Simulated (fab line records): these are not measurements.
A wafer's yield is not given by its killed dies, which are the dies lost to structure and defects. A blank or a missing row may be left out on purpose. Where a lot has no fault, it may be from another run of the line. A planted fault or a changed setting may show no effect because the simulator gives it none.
Which tool did it? + flow n5_finfet + 11 lots, 33 wafers sampled, at 5 steps of a route of 1938

== WHAT EACH GAUGE READ, for each wafer ==
N5_BEOL_M1_OVL_MEAS_12.
| lot  | measured     | on         | M1_OVL (nm)   |
|------|--------------|------------|---------------|
| L626 | day 6 04:09  | overlay-01 | 0.7 -0.1 0.4  |
| L627 | day 6 06:51  | overlay-01 | 0.4 0.5 0.2   |
| L628 | day 6 07:19  | overlay-01 | -0.5 0.4 -0.8 |
| L630 | day 6 23:28  | overlay-02 | 0.3 0.3 -0.7  |
| L639 | day 9 11:02  | overlay-02 | -0.7 0.5 -0.3 |
| L640 | day 9 23:52  | overlay-02 | -0.1 -0.1 0.4 |
| L642 | day 9 23:56  | overlay-01 | 1.8 1.3 1.0   |
| L643 | day 10 03:02 | overlay-02 | 0.3 -0.6 -1.1 |
| L644 | day 10 16:26 | overlay-02 | 0.1 0.3 1.1   |
| L646 | day 10 22:13 | overlay-01 | 0.1 -1.0 0.1  |
| L648 | day 11 10:26 | overlay-01 | 0.1 -0.4 0.4  |

N5_BEOL_M4_RC_MEAS_101.
| lot  | measured     | on        | DIBL_N (mV/V)  | DIBL_P (mV/V)  | IOFF_N (nA/um) | IOFF_P (nA/um) | ION_N (uA/um) | ION_P (uA/um) | SS_N (mV/dec)  | SS_P (mV/dec)  | VT_N (mV)   | VT_P (mV)      |
|------|--------------|-----------|----------------|----------------|----------------|----------------|---------------|---------------|----------------|----------------|-------------|----------------|
| L626 | day 8 00:23  | prober-02 | 38.1 40.4 37.6 | 37.5 40.1 36.8 | 0.18 0.23 0.17 | 0.20 0.24 0.19 | 672 687 665   | 449 465 451   | 72.3 73.4 71.6 | 73.7 73.7 73.8 | 250 248 252 | -251 -249 -254 |
| L627 | day 7 19:20  | prober-01 | 38.4 36.5 39.9 | 37.3 36.1 39.5 | 0.22 0.17 0.24 | 0.24 0.21 0.27 | 688 667 679   | 468 460 461   | 72.3 71.8 72.8 | 74.0 73.1 74.7 | 242 248 245 | -247 -253 -247 |
| L628 | day 8 15:20  | prober-01 | 34.8 39.1 35.7 | 37.3 44.5 37.7 | 0.18 0.26 0.18 | 0.20 0.34 0.20 | 683 693 677   | 465 472 460   | 72.7 73.3 72.2 | 72.9 74.0 72.6 | 249 244 251 | -252 -242 -251 |
| L630 | day 8 20:15  | prober-02 | 35.6 39.6 39.7 | 35.8 39.9 39.8 | 0.12 0.19 0.20 | 0.18 0.25 0.24 | 663 674 679   | 458 467 464   | 71.6 72.5 72.7 | 72.7 74.1 74.1 | 257 251 249 | -254 -246 -252 |
| L639 | day 11 05:46 | prober-02 | 34.8 37.4 38.5 | 34.9 37.4 39.7 | 0.13 0.16 0.19 | 0.18 0.21 0.25 | 673 659 685   | 458 455 471   | 70.5 71.8 71.4 | 72.1 73.2 73.7 | 254 250 248 | -250 -253 -248 |
| L640 | day 12 05:04 | prober-02 | 36.3 38.0 35.7 | 36.8 39.5 36.7 | 0.16 0.21 0.16 | 0.20 0.23 0.20 | 666 692 672   | 460 464 459   | 71.8 72.0 71.4 | 73.5 74.0 73.0 | 252 244 249 | -253 -251 -250 |
| L642 | day 12 09:42 | prober-01 | 38.6 42.1 40.1 | 38.3 41.9 38.9 | 0.18 0.27 0.22 | 0.26 0.32 0.26 | 678 703 697   | 468 473 474   | 72.4 73.1 73.2 | 74.2 75.1 74.1 | 246 244 247 | -246 -243 -249 |
| L643 | day 12 11:52 | prober-01 | 37.7 32.6 38.4 | 40.0 33.0 40.1 | 0.19 0.11 0.21 | 0.29 0.19 0.32 | 687 666 680   | 478 473 476   | 71.9 70.6 71.7 | 74.0 71.4 73.3 | 248 254 246 | -243 -249 -243 |
| L644 | day 13 02:58 | prober-02 | 40.4 34.6 39.7 | 40.5 33.0 38.5 | 0.23 0.11 0.23 | 0.27 0.16 0.24 | 687 658 690   | 463 459 463   | 72.3 71.4 72.9 | 74.8 72.1 74.0 | 244 257 244 | -250 -255 -246 |
| L646 | day 13 05:11 | prober-02 | 38.6 39.7 40.7 | 39.3 40.5 41.6 | 0.18 0.23 0.23 | 0.24 0.26 0.27 | 681 683 692   | 464 463 470   | 71.8 72.4 72.7 | 74.7 74.5 74.2 | 247 244 245 | -250 -249 -249 |
| L648 | day 13 12:23 | prober-02 | 38.9 36.0 34.5 | 38.9 36.7 36.0 | 0.22 0.15 0.13 | 0.25 0.21 0.20 | 682 675 664   | 458 466 462   | 72.6 71.9 71.6 | 73.9 72.7 73.4 | 248 249 253 | -249 -248 -250 |

== WHICH TOOL RAN EACH LOT (tool, then ch and the chambers of the sampled wafers, then the start) ==
| lot  | N5_BEOL_M0_ANNEAL_117        | N5_BEOL_M0_ANNEAL_135        | N5_BEOL_M1_COAT_73                |
|------|------------------------------|------------------------------|-----------------------------------|
| L626 | pvd_sputter-02, day 6 00:41  | pvd_sputter-02, day 6 00:55  | litho_track-05 ch 0, day 6 03:51  |
| L627 | pvd_sputter-03, day 6 02:52  | pvd_sputter-03, day 6 03:06  | litho_track-04 ch 0, day 6 06:33  |
| L628 | pvd_sputter-03, day 6 04:14  | pvd_sputter-03, day 6 04:28  | litho_track-05 ch 0, day 6 06:53  |
| L630 | pvd_sputter-03, day 6 20:40  | pvd_sputter-03, day 6 20:54  | litho_track-04 ch 0, day 6 23:05  |
| L639 | pvd_sputter-01, day 9 08:50  | pvd_sputter-01, day 9 09:06  | litho_track-05 ch 0, day 9 10:37  |
| L640 | pvd_sputter-02, day 9 20:14  | pvd_sputter-02, day 9 20:28  | litho_track-05 ch 0, day 9 23:34  |
| L642 | pvd_sputter-03, day 9 20:29  | pvd_sputter-03, day 9 20:43  | litho_track-03 ch 0, day 9 23:38  |
| L643 | pvd_sputter-01, day 10 00:51 | pvd_sputter-01, day 10 01:07 | litho_track-04 ch 0, day 10 02:44 |
| L644 | pvd_sputter-01, day 10 10:32 | pvd_sputter-01, day 10 10:49 | litho_track-03 ch 0, day 10 16:09 |
| L646 | pvd_sputter-03, day 10 18:36 | pvd_sputter-03, day 10 18:50 | litho_track-03 ch 0, day 10 21:44 |
| L648 | pvd_sputter-02, day 11 08:04 | pvd_sputter-02, day 11 08:18 | litho_track-03 ch 0, day 11 10:01 |
- N5_BEOL_M0_ANNEAL_117: time 60 s.
- N5_BEOL_M0_ANNEAL_135: time 60 s.
- N5_BEOL_M1_COAT_73: time 60 s, resist thk 5 nm.

== AS READ BY THE TOOLS THEMSELVES (means over the sampled wafers that have a number; for cases with no such wafer, the mark the record gives instead) ==
N5_BEOL_M0_ANNEAL_117.
| lot  | tool           | heater_power_w (W) |
|------|----------------|--------------------|
| L626 | pvd_sputter-02 | 958                |
| L627 | pvd_sputter-03 | 785                |
| L628 | pvd_sputter-03 | 792                |
| L630 | pvd_sputter-03 | 775                |
| L639 | pvd_sputter-01 | 711                |
| L640 | pvd_sputter-02 | 815                |
| L642 | pvd_sputter-03 | 776                |
| L643 | pvd_sputter-01 | 847                |
| L644 | pvd_sputter-01 | 842                |
| L646 | pvd_sputter-03 | 743                |
| L648 | pvd_sputter-02 | 801                |

N5_BEOL_M0_ANNEAL_135.
| lot  | tool           | heater_power_w (W) |
|------|----------------|--------------------|
| L626 | pvd_sputter-02 | 958                |
| L627 | pvd_sputter-03 | 807                |
| L628 | pvd_sputter-03 | 790                |
| L630 | pvd_sputter-03 | 784                |
| L639 | pvd_sputter-01 | 716                |
| L640 | pvd_sputter-02 | 833                |
| L642 | pvd_sputter-03 | 780                |
| L643 | pvd_sputter-01 | 854                |
| L644 | pvd_sputter-01 | 853                |
| L646 | pvd_sputter-03 | 746                |
| L648 | pvd_sputter-02 | 784                |

N5_BEOL_M1_COAT_73.
| lot  | tool           | chill_plate_temp_C (C) | dispense_pressure_kPa (kPa) | heater_power_total_W (W) | plate_temp_C (C) |
|------|----------------|------------------------|-----------------------------|--------------------------|------------------|
| L626 | litho_track-05 | 23.04                  | 47.0                        | 390.8                    | 204.91           |
| L627 | litho_track-04 | 23.00                  | 48.9                        | 391.5                    | 204.93           |
| L628 | litho_track-05 | 23.05                  | 47.0                        | 390.8                    | 205.04           |
| L630 | litho_track-04 | 22.93                  | 48.9                        | 392.2                    | 204.87           |
| L639 | litho_track-05 | 22.89                  | 47.0                        | 385.3                    | 202.96           |
| L640 | litho_track-05 | 23.06                  | 47.0                        | 387.0                    | 202.83           |
| L642 | litho_track-03 | 22.92                  | 52.1                        | 392.5                    | 205.10           |
| L643 | litho_track-04 | 22.91                  | 49.0                        | 391.4                    | 205.18           |
| L644 | litho_track-03 | 23.00                  | 52.1                        | 391.7                    | 204.91           |
| L646 | litho_track-03 | 23.13                  | 52.1                        | 393.3                    | 204.82           |
| L648 | litho_track-03 | 22.98                  | 52.1                        | 391.5                    | 205.02           |

== THE ANSWER, worked out from the rows above alone ==
Rule: what is usual is taken from the lots themselves. Put in order of their means at a reading, lots are off if they are a third of the lots or fewer, leave a main group of 4 or more, and stand apart from it by a gap of 3 or more times the standard deviation of the main group's means; of several such gaps the widest counts. A main group is skipped when, at the precision printed for the reading in the tables above, its means are all equal. Also off: a lot with no number at a reading for which 4 or more lots have one. The other lots that the step has rows for count as sound. Order of review: gauges by route order, followed by the tools' own readings, for which a lot's mean as printed above is used. The first step at which some lot is off is used, and at that step the reading that is off furthest; a lot without a number counts as furthest.
Off, at N5_BEOL_M1_COAT_73 on plate_temp_C: L639, L640. The main group: mean 204.98 C, standard deviation 0.11.
A tool fits if, at that step or a process step before it, it ran every lot that is off, and no sound lot after the first of them. One fits: litho_track-05 at N5_BEOL_M1_COAT_73. A fault onset in the window from L628 (day 6 06:53, its last sound lot) to L639 (day 9 10:37, its first lot off) fits.
The tool's own readings at N5_BEOL_M1_COAT_73 bear it out: on the lots that are off they differ by more than 5 times the standard deviation of the sound lots' means. heater_power_total_W reads 386.1 W there against 391.7 W on the sound lots; plate_temp_C reads 202.90 C there against 204.98 C on the sound lots.

== WHAT THE SIMULATOR PUT IN ==
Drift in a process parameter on litho_track-05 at N5_BEOL_M1_COAT_73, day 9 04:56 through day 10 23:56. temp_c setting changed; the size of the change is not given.
Lots struck among those shown: L639, L640. The rule given above showed the same thing.
